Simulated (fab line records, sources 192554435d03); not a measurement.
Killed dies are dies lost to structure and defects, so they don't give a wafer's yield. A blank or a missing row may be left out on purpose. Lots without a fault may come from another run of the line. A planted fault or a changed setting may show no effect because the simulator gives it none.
fab line records | flow n5_finfet
record lots=12 wafers=35 last_day=18
route steps=1938 shown BEOL_M9@1461 PAD_METAL@1895 PASSIVATION@1916
lots that met no fault: from a run of the same line without faults
start_h: hours from the record's first day to the start of the lot's first wafer shown | wait_h: hours since the lot's step before | " the same as in the row above | L1.1+2: a row that stands for several wafers | - no value, or no start given | * or withheld: withheld | < > ~ a bound
route shown NAME@n: a module of which the file shows steps, and the number in the route of the first | usual: mean/standard deviation of fault-free wafers | same: alike in all rows | chamber/n: place in a boat | sites: the reading at each site | _std_site: their standard deviation | _edge_site: outer sites' mean less inner sites' | radius_mm: how far each site lies from the wafer's centre | mask NAME#n: copy n | behind: the tool/chamber that last shaped the wafer | hold: why the lot was held/for how many hours/how that ended | device: the transistor (n, p or np) that didn't switch | end of line: the same wafers' tests at the end of the route | a step without rows: its recipe alone | killed: dies lost to structure and defects at the first sort, not the wafer's yield | map: a wafer's dies, x killed, . not, _ none there
set.NAME: the setting as run; set.NAME@STEP: as run at that earlier step | model.NAME: the simulator's own value behind a step, which no gauge read
steps of the route over a sample of lots; a table a step, a row a wafer
services: from which hour (start_h, from the record's first day; less than 0 if before it) a tool's chamber was out of use, for how many hours, and why
## steps
# step N5_BEOL_M9_SPUTTER_48
# recipe material=Cu target_thk_a=120 temp_c=-20 bias_v=60 power_w=26000 chamber_pressure_pa=0.13 time_s=2
# usual throttle_valve_pct=30.1/0.99
# columns lot.wafer tool chamber start_h wait_h throttle_valve_pct
L826.2 pvd_sputter-01 - 226.67 1.5 28.2
L826.3 " - " " 30.0
L826.5 " - " " 30.5
L827.3 pvd_sputter-03 - 228.32 0.1 30.9
L827.4 " - " " 30.5
L827.6 " - " " 30.9
L831.1 pvd_sputter-01 - 262.86 0.1 28.1
L831.6 " - " " 31.0
L835.2 pvd_sputter-01 - 279.07 0.2 29.9
L835.3 " - " " 28.2
L835.4 " - " " 31.1
L834.2 pvd_sputter-02 - 280.25 0.1 28.4
L834.4 " - " " 31.4
L834.5 " - " " 31.2
L838.1 pvd_sputter-01 - 289.21 0.1 30.9
L838.3 " - " " 28.1
L838.5 " - " " 30.6
L840.1 pvd_sputter-02 - 314.83 0.2 28.4
L840.3 " - " " 30.4
L840.4 " - " " 31.3
L842.1 pvd_sputter-02 - 315.76 0.1 30.9
L842.2 " - " " 30.5
L842.4 " - " " 28.3
L843.4 pvd_sputter-02 - 334.59 0.1 31.3
L843.5 " - " " 31.3
L843.6 " - " " 28.2
L846.1 pvd_sputter-01 - 362.54 0.2 28.4
L846.3 " - " " 31.0
L846.5 " - " " 30.5
L847.4 pvd_sputter-01 - 363.22 0.2 30.3
L847.5 " - " " 28.3
L847.6 " - " " 30.5
L849.2 pvd_sputter-03 - 369.87 0.2 30.2
L849.3 " - " " 30.2
L849.5 " - " " 31.0
# step N5_PASSIVATION_SPUTTER_20
# recipe material=TaN target_thk_a=500 temp_c=25 chamber_pressure_pa=0.4
# usual throttle_valve_pct=30.1/0.92
# columns lot.wafer tool chamber start_h wait_h throttle_valve_pct
L826.2 pvd_sputter-01 - 280.23 0.0 28.3
L826.3 " - " " 30.1
L826.5 " - " " 27.7
L827.3 pvd_sputter-01 - 290.52 0.0 30.4
L827.4 " - " " 29.9
L827.6 " - " " 30.8
L831.1 pvd_sputter-01 - 319.56 0.0 29.9
L831.6 " - " " 29.8
L834.2 pvd_sputter-01 - 338.45 0.0 30.5
L834.4 " - " " 30.1
L834.5 " - " " 30.0
L835.2 pvd_sputter-01 - 338.79 0.0 30.7
L835.3 " - " " 31.2
L835.4 " - " " 31.0
L838.1 pvd_sputter-01 - 341.85 0.0 30.4
L838.3 " - " " 30.0
L838.5 " - " " 28.0
L840.1 pvd_sputter-03 - 375.19 0.0 30.1
L840.3 " - " " 30.9
L840.4 " - " " 30.6
L842.1 pvd_sputter-02 - 387.69 0.0 30.3
L842.2 " - " " 28.3
L842.4 " - " " 31.2
L843.4 pvd_sputter-01 - 397.24 0.0 30.5
L843.5 " - " " 28.3
L843.6 " - " " 30.4
L846.1 pvd_sputter-03 - 423.01 0.0 30.3
L846.3 " - " " 31.0
L846.5 " - " " 30.0
L847.4 pvd_sputter-02 - 423.08 0.0 31.2
L847.5 " - " " 30.5
L847.6 " - " " 31.2
L849.2 pvd_sputter-02 - 436.45 0.0 28.2
L849.3 " - " " 30.2
L849.5 " - " " 30.0
# step N5_PASSIVATION_PECVD_35
# recipe material=SiNx target_thk_a=7000 temp_c=400 precursor=SiH4/NH3/N2 pressure_torr=4.9 rf_w=1406 time_s=151.3
# usual chamber_pressure_Torr=4.901/0.011 heater_power_w=303/70 rf_fwd_power_W=1399/4.3 showerhead_plenum_p_Torr=8.65/0.042 throttle_valve_pct=30.2/1.8
# columns lot.wafer tool chamber start_h wait_h chamber_pressure_Torr heater_power_w rf_fwd_power_W showerhead_plenum_p_Torr throttle_valve_pct
L826.2 pecvd-01 0 282.21 0.1 4.910 428 1409 8.63 27.8
L826.3 " 2 " " 4.908 250 1401 8.61 28.5
L826.5 " 1 " " 4.898 307 1398 8.72 33.1
L827.3 pecvd-01 1 292.63 0.1 4.895 273 1402 8.75 33.1
L827.4 " 0 " " 4.877 321 1400 8.64 28.1
L827.6 " 0 " " 4.916 371 1398 8.64 28.5
L831.1 pecvd-03 1 321.56 0.1 4.893 309 1393 8.66 30.9
L831.6 " 1 " " 4.901 327 1396 8.67 30.8
L834.2 pecvd-02 0 340.41 0.1 4.896 352 1405 8.60 31.8
L834.4 " 2 " " 4.901 395 1406 8.68 28.5
L834.5 " 1 " " 4.912 264 1397 8.64 32.2
L835.2 pecvd-01 1 340.72 0.1 4.899 236 1396 8.70 32.9
L835.3 " 2 " " 4.907 257 1396 8.59 28.9
L835.4 " 0 " " 4.894 411 1397 8.64 28.1
L838.1 pecvd-02 0 343.81 0.1 4.888 230 1404 8.59 31.3
L838.3 " 2 " " 4.896 379 1399 8.68 28.6
L838.5 " 2 " " 4.893 242 1393 8.64 28.6
L840.1 pecvd-02 2 377.19 0.1 4.915 330 1394 8.67 28.9
L840.3 " 0 " " 4.890 303 1407 8.62 31.7
L840.4 " 0 " " 4.908 320 1403 8.61 31.6
L842.1 pecvd-02 0 389.85 0.1 4.901 241 1402 8.63 31.7
L842.2 " 1 " " 4.889 277 1404 8.63 31.8
L842.4 " 1 " " 4.894 298 1402 8.64 32.2
L843.4 pecvd-03 1 399.19 0.1 4.912 282 1394 8.66 31.3
L843.5 " 0 " " 4.912 373 1396 8.71 30.9
L843.6 " 2 " " 4.905 315 1397 8.75 27.5
L846.1 pecvd-02 0 424.88 0.1 4.921 300 1398 8.61 31.4
L846.3 " 2 " " 4.908 354 1398 8.66 29.0
L846.5 " 2 " " 4.915 381 1396 8.68 29.0
L847.4 pecvd-01 0 425.00 0.1 4.898 414 1390 8.65 28.3
L847.5 " 2 " " 4.908 140 1402 8.56 29.2
L847.6 " 1 " " 4.905 188 1399 8.67 26.7
L849.2 pecvd-03 1 438.81 0.1 4.888 296 1397 8.65 31.0
L849.3 " 2 " " 4.889 319 1400 8.70 27.7
L849.5 " 1 " " 4.907 319 1395 8.66 30.9
# step N5_PASSIVATION_PROBE_49
# usual defect_limited_yield=91.1/1.4 killed_at_M0_to_M3=34/11 killed_at_M4_up=14/5.6 killed_at_contacts=13/5.9 killed_at_front_end=40/11 killed_at_other=4/3.1 killed_dies=105/16 killed_on_rim=14/4.2 killed_open=68/11 killed_short=34/8.4 sort_bin_5_function=5.2/0.86 sort_bin_6_memory=3.2/0.7 sort_bin_8_speed=0.1/1.1 sort_n_pass=1074/21 sort_yield_pct=91.0/1.8
# same gross_dies=1180 killed_at_back_side=0 sort_bin_4_leakage[%]=0
# columns lot.wafer tool chamber start_h wait_h defect_limited_yield[%] killed_at_M0_to_M3 killed_at_M4_up killed_at_contacts killed_at_front_end killed_at_other killed_dies killed_on_rim killed_open killed_short sort_bin_5_function[%] sort_bin_6_memory[%] sort_bin_8_speed[%] sort_n_pass sort_yield_pct[%]
L826.2 prober-01 - 286.04 0.1 90.3 40 15 18 41 1 115 23 66 43 5.8 3.0 0 1065 90.3
L826.3 prober-01 - 286.09 0.1 89.5 38 20 32 32 2 124 13 88 36 5.3 4.9 0 1056 89.5
L826.5 prober-01 - 286.19 0.2 90.8 34 11 28 35 1 109 13 69 39 5.5 3.1 0 1071 90.8
L827.3 prober-01 - 297.44 0.1 91.7 28 16 17 36 1 98 13 67 30 4.4 3.6 0 1082 91.7
L827.4 prober-01 - 297.49 0.2 88.7 56 20 15 40 2 133 18 87 38 6.8 3.5 0 1047 88.7
L827.6 prober-01 - 297.59 0.3 88.1 36 22 26 50 7 141 24 98 39 7.0 4.4 0 1039 88.1
L835.2 prober-01 - 346.05 0.1 86.9 29 72 13 24 17 155 34 58 33 7.9 4.1 0 1025 86.9
L835.3 prober-01 - 346.10 0.1 80.3 26 137 12 51 6 232 34 77 36 10.8 4.7 0 948 80.3
L835.4 prober-01 - 346.15 0.2 82.7 38 112 20 27 7 204 30 65 38 11.4 3.5 0 976 82.7
L838.1 prober-01 - 347.38 0.0 84.5 21 112 7 33 10 183 31 55 28 9.2 3.4 0 997 84.5
L838.3 prober-01 - 347.48 0.1 79.3 44 129 6 53 12 244 41 82 38 11.5 4.7 0 936 79.3
L838.5 prober-01 - 347.58 0.2 77.9 39 156 14 45 7 261 39 68 33 13.3 4.2 0 919 77.9
L840.1 prober-02 - 380.88 0.0 90.8 41 8 14 32 13 108 13 66 40 5.4 3.3 0 1072 90.8
L840.3 prober-02 - 380.98 0.1 90.3 36 17 10 44 8 115 11 76 37 6.1 3.2 0 1065 90.3
L840.4 prober-02 - 381.03 0.2 91.0 36 14 8 42 6 106 23 61 43 5.3 3.1 0 1074 91.0
L842.1 prober-02 - 394.15 0.0 90.8 18 9 20 60 2 109 15 58 46 4.9 3.6 0.3 1068 90.5
L842.2 prober-02 - 394.20 0.1 90.9 34 11 20 38 4 107 10 77 30 5.7 2.9 0 1073 90.9
L842.4 prober-02 - 394.30 0.2 91.3 24 12 6 51 10 103 13 68 25 5.0 3.4 0 1077 91.3
L843.4 prober-01 - 402.88 0.2 93.5 24 15 14 24 0 77 9 49 27 4.3 2.0 0 1103 93.5
L843.5 prober-01 - 402.93 0.2 90.2 37 17 11 47 4 116 10 77 39 5.5 4.2 0 1064 90.2
L843.6 prober-01 - 402.98 0.3 89.5 21 28 15 55 5 124 17 79 39 6.2 3.4 0 1056 89.5
# killed by level:class
L826.2 BEOL_M0_SAQP:geometric_particle:open=10 MOL_CONTACT_COAG:geometric_particle:open=9 MOL_CONTACT_COAG:geometric_particle:short=9 FIN_SAQP:geometric_particle:short=7 BEOL_M1:geometric_particle:open=7 BEOL_M4:geometric_particle:open=7 HKMG_FIN:area_etch=6 DUMMY_GATE:geometric_particle:open=5
L826.3 MOL_CONTACT_COAG:geometric_particle:open=25 BEOL_M0_SAQP:geometric_particle:short=10 BEOL_M3:geometric_particle:open=10 BEOL_M4:geometric_particle:open=9 DUMMY_GATE:geometric_particle:open=7 MOL_CONTACT_COAG:geometric_particle:short=7 BEOL_M0_SAQP:geometric_particle:open=6 BEOL_M2:geometric_particle:open=6
L826.5 MOL_CONTACT_COAG:geometric_particle:open=20 BEOL_M2:geometric_particle:open=8 MOL_CONTACT_COAG:geometric_particle:short=8 FIN_SAQP:geometric_particle:open=6 FIN_SAQP:geometric_particle:short=6 STI_FIN_REVEAL:geometric_particle:open=6 BEOL_M0_SAQP:geometric_particle:short=6 BEOL_M0_SAQP:geometric_particle:open=5
L827.3 MOL_CONTACT_COAG:geometric_particle:open=14 BEOL_M3:geometric_particle:open=14 BEOL_M4:geometric_particle:open=10 FIN_SAQP:geometric_particle:short=8 STI_FIN_REVEAL:geometric_particle:open=6 BEOL_M0_SAQP:geometric_particle:short=6 GATE_CUT:geometric_particle:short=5 GATE_CUT:geometric_particle:open=4
L827.4 BEOL_M3:geometric_particle:open=19 MOL_CONTACT_COAG:geometric_particle:open=14 BEOL_M2:geometric_particle:open=10 FIN_SAQP:geometric_particle:short=8 BEOL_M4:geometric_particle:open=8 HKMG_FIN:area_etch=7 FIN_SAQP:geometric_particle:open=6 STI_FIN_REVEAL:geometric_particle:open=5
L827.6 MOL_CONTACT_COAG:geometric_particle:open=20 STI_FIN_REVEAL:geometric_particle:open=18 BEOL_M4:geometric_particle:open=13 BEOL_M2:geometric_particle:open=10 BEOL_M3:geometric_particle:open=7 GATE_CUT:geometric_particle:short=6 MOL_CONTACT_COAG:geometric_particle:short=6 STARTING-WAFER:geometric_particle:short=6
L835.2 BEOL_M9:unspecified=64 MOL_CONTACT_COAG:geometric_particle:open=11 BEOL_M0_SAQP:geometric_particle:short=10 BEOL_M2:geometric_particle:open=8 MIM_TOP:geometric_particle:open=7 MIM_TOP:geometric_particle:short=7 BEOL_M0_SAQP:geometric_particle:open=6 STI_FIN_REVEAL:geometric_particle:open=4
L835.3 BEOL_M9:unspecified=117 FIN_SAQP:geometric_particle:open=12 MOL_CONTACT_COAG:geometric_particle:open=12 FIN_SAQP:geometric_particle:short=10 BEOL_M4:geometric_particle:open=10 STI_FIN_REVEAL:geometric_particle:open=9 BEOL_M0_SAQP:geometric_particle:short=8 BEOL_M2:geometric_particle:open=7
L835.4 BEOL_M9:unspecified=99 BEOL_M0_SAQP:geometric_particle:short=16 MOL_CONTACT_COAG:geometric_particle:open=15 BEOL_M0_SAQP:geometric_particle:open=12 FIN_SAQP:geometric_particle:open=6 FIN_SAQP:geometric_particle:short=4 MOL_CONTACT_COAG:geometric_particle:short=4 BEOL_M2:geometric_particle:open=4
L838.1 BEOL_M9:unspecified=99 STI_FIN_REVEAL:geometric_particle:open=8 MOL_CONTACT_COAG:geometric_particle:open=7 BEOL_M0_SAQP:geometric_particle:short=6 BEOL_M2:geometric_particle:open=6 BEOL_M0_SAQP:geometric_particle:open=5 BEOL_M5:geometric_particle:open=5 PAD_METAL:geometric_particle:open=5
L838.3 BEOL_M9:unspecified=116 BEOL_M3:geometric_particle:open=14 FIN_SAQP:geometric_particle:short=10 BEOL_M2:geometric_particle:open=10 BEOL_M0_SAQP:geometric_particle:short=8 HKMG_FIN:area_etch=8 STI_FIN_REVEAL:geometric_particle:open=7 DUMMY_GATE:geometric_particle:open=7
L838.5 BEOL_M9:unspecified=146 MOL_CONTACT_COAG:geometric_particle:open=14 HKMG_FIN:area_etch=13 BEOL_M0_SAQP:geometric_particle:short=10 BEOL_M2:geometric_particle:open=7 FIN_SAQP:geometric_particle:open=6 BEOL_M1:geometric_particle:open=6 FIN_SAQP:geometric_particle:short=5
L840.1 BEOL_M2:geometric_particle:open=13 BEOL_M0_SAQP:geometric_particle:short=11 MOL_CONTACT_COAG:geometric_particle:open=10 FIN_SAQP:geometric_particle:short=7 FIN_SAQP:geometric_particle:open=6 BEOL_M0_SAQP:geometric_particle:open=5 STI_FIN_REVEAL:geometric_particle:open=4 MOL_CONTACT_COAG:geometric_particle:short=4
L840.3 FIN_SAQP:geometric_particle:open=14 FIN_SAQP:geometric_particle:short=8 MOL_CONTACT_COAG:geometric_particle:open=8 BEOL_M0_SAQP:geometric_particle:short=8 BEOL_M1:geometric_particle:open=8 BEOL_M2:geometric_particle:open=6 STI_FIN_REVEAL:geometric_particle:open=5 BEOL_M0_SAQP:geometric_particle:open=5
L840.4 BEOL_M0_SAQP:geometric_particle:short=10 BEOL_M1:geometric_particle:open=10 FIN_SAQP:geometric_particle:short=9 STI_FIN_REVEAL:geometric_particle:open=8 MOL_CONTACT_COAG:geometric_particle:open=6 DUMMY_GATE:geometric_particle:open=5 BEOL_M0_SAQP:geometric_particle:open=5 FIN_SAQP:geometric_particle:open=4
L842.1 MOL_CONTACT_COAG:geometric_particle:open=15 GATE_CUT:geometric_particle:short=14 FIN_SAQP:geometric_particle:short=11 FIN_SAQP:geometric_particle:open=9 STI_FIN_REVEAL:geometric_particle:open=9 BEOL_M0_SAQP:geometric_particle:open=6 DUMMY_GATE:geometric_particle:open=5 MOL_CONTACT_COAG:geometric_particle:short=5
L842.2 MOL_CONTACT_COAG:geometric_particle:open=18 STI_FIN_REVEAL:geometric_particle:open=11 BEOL_M3:geometric_particle:open=9 FIN_SAQP:geometric_particle:open=7 BEOL_M1:geometric_particle:open=7 FIN_SAQP:geometric_particle:short=6 BEOL_M0_SAQP:geometric_particle:short=5 BEOL_M0_SAQP:geometric_particle:open=5
L842.4 STI_FIN_REVEAL:geometric_particle:open=12 FIN_SAQP:geometric_particle:open=11 PASSIVATION:area_etch=9 FIN_SAQP:geometric_particle:short=6 MOL_CONTACT_COAG:geometric_particle:open=6 BEOL_M1:geometric_particle:open=6 ILD0:geometric_particle:open=5 BEOL_M3:geometric_particle:open=4
L843.4 MOL_CONTACT_COAG:geometric_particle:open=12 BEOL_M0_SAQP:geometric_particle:short=7 BEOL_M0_SAQP:geometric_particle:open=5 FIN_SAQP:geometric_particle:short=4 STI_FIN_REVEAL:geometric_particle:open=4 BEOL_M0:geometric_particle:open=4 BEOL_M4:geometric_particle:open=4 BEOL_M7:geometric_particle:open=4
L843.5 FIN_SAQP:geometric_particle:open=16 BEOL_M1:geometric_particle:open=15 MOL_CONTACT_COAG:geometric_particle:open=9 BEOL_M0_SAQP:geometric_particle:open=8 FIN_SAQP:geometric_particle:short=7 STI_FIN_REVEAL:geometric_particle:open=6 BEOL_M1:geometric_particle:short=6 BEOL_M4:geometric_particle:open=6
L843.6 BEOL_M4:geometric_particle:open=12 STI_FIN_REVEAL:geometric_particle:open=12 MOL_CONTACT_COAG:geometric_particle:open=11 FIN_SAQP:geometric_particle:open=9 FIN_SAQP:geometric_particle:short=9 BEOL_M5:geometric_particle:open=9 GATE_CUT:geometric_particle:short=6 HKMG_FIN:area_etch=6
## services
# columns tool chamber start_h hours kind
pecvd-01 2 214.88 2.1 scheduled_down
pecvd-01 - 219.58 1.3 repair
pecvd-01 2 291.60 2.1 repair
pecvd-03 1 323.05 5.5 scheduled_down
pecvd-02 - 341.15 0.8 repair
pecvd-02 1 371.88 2.1 scheduled_down
pecvd-01 - 373.96 0.5 repair
pecvd-01 1 383.62 - clean
pecvd-01 1 383.62 - consumable_replace:showerhead
pecvd-01 1 383.62 29.0 scheduled_down
pecvd-01 1 383.62 29.0 vent_cycle
pvd_sputter-02 - 395.62 10.8 repair
pecvd-01 0 403.68 2.1 scheduled_down
pecvd-03 2 408.53 5.0 repair
pecvd-02 - 409.46 2.3 repair
pvd_sputter-02 - 412.18 8.4 repair
pvd_sputter-03 - 416.51 1.7 repair
pecvd-03 - 417.59 2.8 pm
## key
first_sign step=N5_PASSIVATION_PROBE_49 reading=killed_at_M4_up direction=up sigmas=19 usual=14 struck=120
effect step=N5_PASSIVATION_PROBE_49 reading=defect_limited_yield direction=down sigmas=6.7 usual=91.1 struck=81.9
more_kills_born_at N5_BEOL_M9_SPUTTER_48@pvd_sputter-01=641
met_at N5_BEOL_M9_SPUTTER_48
struck_lots L835,L838
baseline_loss step=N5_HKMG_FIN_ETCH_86 wafers=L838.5
not_acting_at N5_PASSIVATION_SPUTTER_20,N5_PASSIVATION_PECVD_35
onset_between 262.86 279.07
fault kind=chamber_particle_source tool=pvd_sputter-01 chamber=- onset_h=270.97 steps=N5_BEOL_M9_SPUTTER_48 rate_per_visit_cm2=1.4734 end_h=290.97
# baseline_loss: these wafers lose ten dies or more at that step, a loss of the line's own and not of a fault; the sort's usual values leave them out
